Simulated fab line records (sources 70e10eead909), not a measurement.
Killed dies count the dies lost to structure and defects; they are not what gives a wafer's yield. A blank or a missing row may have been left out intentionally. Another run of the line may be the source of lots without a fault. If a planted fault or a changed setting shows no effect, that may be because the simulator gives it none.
A struck lot beside a sound one    flow nand_harc    39 steps out of a route of 1302
Sound: these wafers, L714.2, L714.4, L714.5. Wafers struck: L710.1, L710.2, L710.4. The cause comes at the end.
At each step with rows: each side's tool, then ch and its chambers, then its first start. Under that, the readings that differ: sound wafers    struck wafers    difference of the means    sigmas: that difference in standard deviations of wafers without a fault.
alike: words and numbers the same on both sides, and readings whose means are apart by under 2 such deviations; not compared: readings that were withheld, readings missing a value for some wafer, numbers with overlapping values and no deviation given by the record, and bounds like >300 which may hide the same value.
A row with sigmas, a row that says differs or no value, or rows on one side alone: a step with any of these is where the two part. Numbers that have no deviation but don't overlap get no sigmas and don't part them. A reading that every wafer of one side lacks parts them only if that side has two wafers or more.

first, 5 steps without rows for these wafers: NHARC_A_BONDPAD_SOFTBAKE_04 (time 70 s); NHARC_A_BONDPAD_EBR_05; NHARC_A_BONDPAD_EXPOSE_06 (exposes mask A BPAD); NHARC_A_BONDPAD_PEB_07 (peb time 80 s); NHARC_A_BONDPAD_DEVELOP_08 (time 50 s).
NHARC_A_BONDPAD_CD_MEAS_09 targets a cd of 500 nm.
  sound on cd_sem-02 ch 0, day 28 23:32; struck on cd_sem-01 ch 0, day 27 21:20
  alike: cd_nm
NHARC_A_BONDPAD_OVL_MEAS_35:
  sound on overlay-01 at day 28 23:38; struck on overlay-01 at day 27 21:25
  alike: overlay_x_nm, overlay_y_nm
then, 4 steps without rows for these wafers: NHARC_A_BONDPAD_HARDBAKE_10 (time 65 s); NHARC_A_BONDPAD_DESCUM_11 (chemistry O2, time 3 s); NHARC_A_BONDPAD_ETCH_34 (etches the open film in N2/H2, target depth 60 nm, overetch 18 nm, time 65.91 s); NHARC_A_BONDPAD_ETCH_12 (etches the open film in CHF3/O2, target depth 220 nm, time 110 s).
NHARC_A_BONDPAD_CD_MEAS_13:
  sound on cd_sem-01 at day 29 00:05; struck on cd_sem-02 at day 27 21:52
  alike: cd_nm
NHARC_A_BONDPAD_STRIP_15: strips in O2.
  sound on rie_diel-09 ch 0,1,3, day 29 00:09; struck on rie_diel-04 ch 0,1,2, day 27 21:56
  alike: drypump_motor_current_A, oes_product_au, rf_vpp_V, showerhead_plenum_p_Torr, throttle_valve_pct
  not compared: rf_hours_counter_h
NHARC_A_BONDPAD_ETCH_24: etches the open film in CF4/N2, target depth 30 nm, time 72.99 s.
  sound on rie_diel-09 ch 0,1,3; struck on rie_diel-04 ch 0,1,2
  alike: drypump_motor_current_A, oes_product_au, rf_fwd_power_W, rf_vpp_V, showerhead_plenum_p_Torr, throttle_valve_pct
  not compared: rf_hours_counter_h
then, 2 steps without rows for these wafers: NHARC_A_BONDPAD_STRIP_16 (strips in post etch residue remover, time 600 s); NHARC_A_BONDPAD_DEGAS_25 (time 60 s).
NHARC_A_BONDPAD_PRE_CLEAN_26: time 30 s.
  sound on pvd_sputter-03; struck on pvd_sputter-01
  alike: heater_power_w
NHARC_A_BONDPAD_PVD_17: deposits TaN, target thk 5 nm, time 8.06 s.
  sound on pvd_sputter-03; struck on pvd_sputter-01
  alike: bias_v, throttle_valve_pct
then, 3 steps without rows for these wafers: NHARC_A_BONDPAD_PVD_27 (deposits Cu, target thk 30 nm, time 20.49 s); NHARC_A_BONDPAD_ECD_18 (material Cu, target thk 400 nm); NHARC_A_BONDPAD_ANNEAL_28 (time 90 s).
NHARC_A_BONDPAD_CMP_19: polishes, t overpolish 30 s, cu recess touch 16 s, target thk 169.82 nm.
  sound on cmp-04 ch 1,3, day 29 01:47; struck on cmp-03 ch 1,2,3, day 27 23:36
  alike: motor_current_A, overpolish_run_s
NHARC_A_BONDPAD_THK_MEAS_20: measures by xrf.
  sound on film_metro-01 at day 29 02:07; struck on film_metro-02 at day 27 23:53
  alike: thk_nm
then, 6 steps without rows for these wafers: NHARC_A_BONDPAD_SRD_21 (time 30 s, dry time 20 s); NHARC_HYBRID_BOND_ACTIVATE_00 (chemistry N2, time 60 s); NHARC_HYBRID_BOND_PRECLEAN_01 (cleans in DIW, time 300 s); NHARC_HYBRID_BOND_SRD_02 (time 30 s, dry time 20 s); NHARC_HYBRID_BOND_BOND_03; NHARC_HYBRID_BOND_ANNEAL_04 (time 7200 s).
NHARC_HYBRID_BOND_OVL_MEAS_05:
  sound on overlay-01 at day 29 11:40; struck on overlay-01 at day 28 08:31
  alike: overlay_x_nm, overlay_y_nm
NHARC_THIN_TSV_GRIND_00:
  sound on grinder-01 ch 0, day 29 12:04; struck on grinder-01 ch 0, day 28 09:55
  alike: motor_current_A
then, 1 step without rows for these wafers: NHARC_THIN_TSV_CMP_01 (polishes).
NHARC_THIN_TSV_THK_MEAS_02: measures by ir.
  sound on film_metro-01 at day 29 13:20; struck on film_metro-02 at day 28 11:25
  alike: thk_nm
then, 5 steps without rows for these wafers: NHARC_THIN_TSV_SRD_03; NHARC_THIN_TSV_PRECLEAN_41 (cleans in SC1); NHARC_THIN_TSV_SRD_42; NHARC_THIN_TSV_DEP_43 (deposits SiO2, target thk 1328.5 nm); NHARC_THIN_TSV_DEHYDRATE_04 (time 120 s).
NHARC_END_SORT_01:
  at this point the record logs the struck wafers (prober-02 ch 0, day 29 02:35) and has no rows for the sound ones

WHERE THEY PART
Within this record, at NHARC_END_SORT_01 only.

WHY: the cause the simulator had injected
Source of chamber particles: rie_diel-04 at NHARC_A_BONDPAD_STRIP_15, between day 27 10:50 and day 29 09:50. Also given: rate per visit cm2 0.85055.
